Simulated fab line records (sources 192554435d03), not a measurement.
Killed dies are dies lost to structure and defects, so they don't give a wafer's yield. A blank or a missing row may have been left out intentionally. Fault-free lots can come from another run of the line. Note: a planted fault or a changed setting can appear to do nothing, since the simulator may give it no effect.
Struck lot and sound lot, side by side :: flow n5Finfet :: 25 out of 1938 route steps
Sound: these wafers, L608.1, L608.2, L608.4. Wafers L603.2, L603.4, L603.5 were the ones struck. Last of all comes the cause.
For every step that has rows: the tool of each side, followed by ch and its chambers, followed by its first start. Under that, the readings that differ: sound wafers :: struck wafers :: difference of the means :: sigmas: that difference in standard deviations of wafers without a fault.
alike: a reading whose means differ by less than 2 such deviations, as well as words and numbers matching on both sides. not compared: withheld readings; readings where some wafer has no value; bounds like >300 that might hide an equal value; numbers whose values overlap and for which the record gives no deviation.
A row with sigmas, a row that says differs or no value, or rows on one side alone: a step with any of these is where the two part. Numbers that don't overlap but have no deviation are shown without sigmas and don't part them. A reading that every wafer of one side lacks parts them only if that side has two wafers or more.

first, 10 steps without rows for these wafers: N5_SD_EPI_N_PRECLEAN_24 (cleans in O3/DIW, time 60 s); N5_SD_EPI_N_SRD_25 (time 30 s); N5_SD_EPI_N_PRECLEAN_49 (cleans in NF3:NH3, afs cycles 1, time 20 s, sublimation time 60 s); N5_SD_EPI_N_LINER_46 (material SiNx, target thk 3 nm); N5_SD_EPI_P_COAT_34 (time 60 s, resist thk 350 nm); N5_SD_EPI_P_COAT_35 (time 60 s, resist thk 35 nm); N5_SD_EPI_P_COAT_03 (resist thk 150 nm); N5_SD_EPI_P_EBR_05; N5_SD_EPI_P_SOFTBAKE_04 (time 60 s); N5_SD_EPI_P_EXPOSE_06 (exposes mask SD P BLK, target cd 240 nm).
N5_SD_EPI_P_PEB_07: peb time 60 s.
  sound on lithoTrack-01 ch 0, day 8 23:22; struck on lithoTrack-02 ch 0, day 7 18:35
reading: heaterPowerTotalW (W)
sound: 173.2 173.7 174.1
struck: 233.5 232.0 236.0
difference: +60.2
sigmas: +35
then, 1 step without rows for these wafers: N5_SD_EPI_P_DEVELOP_08 (develop time 30 s).
N5_SD_EPI_P_CD_MEAS_09 targets a cd of 240 nm.
  sound on cdSem-01 ch 0, day 8 23:25; struck on cdSem-01 ch 0, day 7 18:39
reading: cdNm (nm)
sound: 241.4 240.4 240.2
struck: 222.7 221.5 221.0
difference: -18.9
sigmas: -23
N5_SD_EPI_P_DESCUM_14: chemistry O2, time 7.9 s.
  sound on rieDiel-01 ch 0,1,2, day 8 23:31; struck on rieDiel-05 ch 0,1,2, day 7 18:44
reading: model.SD_EPI_P.cdNm (nm)
sound: 241.6 240.4 239.8
struck: 222.6 222 221.2
difference: -18.7
sigmas: 
  alike: biasPowerW, drypumpMotorCurrentA, oesProductAu, rfVppV, showerheadPlenumPTorr, throttleValvePct
  not compared: rfHoursCounterH
then, 7 steps without rows for these wafers: N5_SD_EPI_P_ETCH_36 (etches SiARC in CF4, target depth 45.5 nm, time 75.8 s); N5_SD_EPI_P_ETCH_37 (etches SOC in N2/H2, overetch 108 nm, time 486 s); N5_SD_EPI_P_STRIP_38 (strips in N2/H2); N5_SD_EPI_P_ETCHBACK_46 (etches SiNx in CH3F/O2, stops on SiO2, target depth 17.5 nm); N5_SD_EPI_P_ETCH_47 (etches SiOCN in CH3F/O2, target depth 25 nm); N5_SD_EPI_P_ETCH_16 (etches SiO2 in CHF3/O2, target depth 5 nm); N5_SD_EPI_P_STRIP_50 (strips in CHF3/O2).
N5_SD_EPI_P_SD_RECESS_17: chemistry HBr/Cl2/O2, target depth 39.1 nm, bt time 3 s.
  sound on rieSi-03 ch 0,2,3, day 9 00:12; struck on rieSi-04 ch 0,1,3, day 7 19:26
reading: throttleValvePct (%)
sound: 36.68 36.73 36.82
struck: 37.63 36.97 37.27
difference: +0.55
sigmas: +2

reading: model.SD_EPI_P.cdNm (nm)
sound: 241.6 240.8 240.2
struck: 222.2 219.8 223
difference: -19.2
sigmas: 
  alike: drypumpMotorCurrentA, oesProductAu
  not compared: rfHoursCounterH
then, 1 step without rows for these wafers: N5_SD_EPI_P_WET_ETCH_45 (etches SiO2 in dHF, time 10.7 s, target depth 2 nm, rinse time 30 s).
-- the record jumps here: 7 days lie between the struck wafers' starts before and after (it left off in module SD_EPI_P and takes up again in module BEOL_M4, whose first step shown is number 1111 of the route) --
N5_BEOL_M4_RC_MEAS_101:
  sound on prober-01 ch 0, day 16 21:06; struck on prober-02 ch 0, day 14 11:38
  alike: DIBL_N, DIBL_P, IOFF_N, IOFF_P, ION_N, ION_P, SS_N, SS_P, VT_N, VT_P
-- record jumps: 4 days separate the struck wafers' starts on either side; left off in module BEOL_M4, taken up again in module PASSIVATION, whose first shown step is the route's number 1936 --
N5_PASSIVATION_PROBE_49:
  struck on prober-02, day 18 17:49; sound on prober-02, day 20 19:57
reading: sort_bin_6_memory (%)
sound: 3.2 4.0 4.9
struck: 2.2 3.3 2.2
difference: -1.5
sigmas: -2
  alike: defectLimitedYield, killed_at_M0_to_M3, killed_at_M4_up, killedAtContacts, killedAtFrontEnd, killedAtOther, killedDies, killedOpen, killedShort, sort_bin_5_function, sortNPass, sortYieldPct

WHERE THEY PART
First at N5_SD_EPI_P_PEB_07; last, within this record, at N5_PASSIVATION_PROBE_49.

WHY: what the simulator had put in
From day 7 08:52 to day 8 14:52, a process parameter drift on lithoTrack-02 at N5_SD_EPI_P_PEB_07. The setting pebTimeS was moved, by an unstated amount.
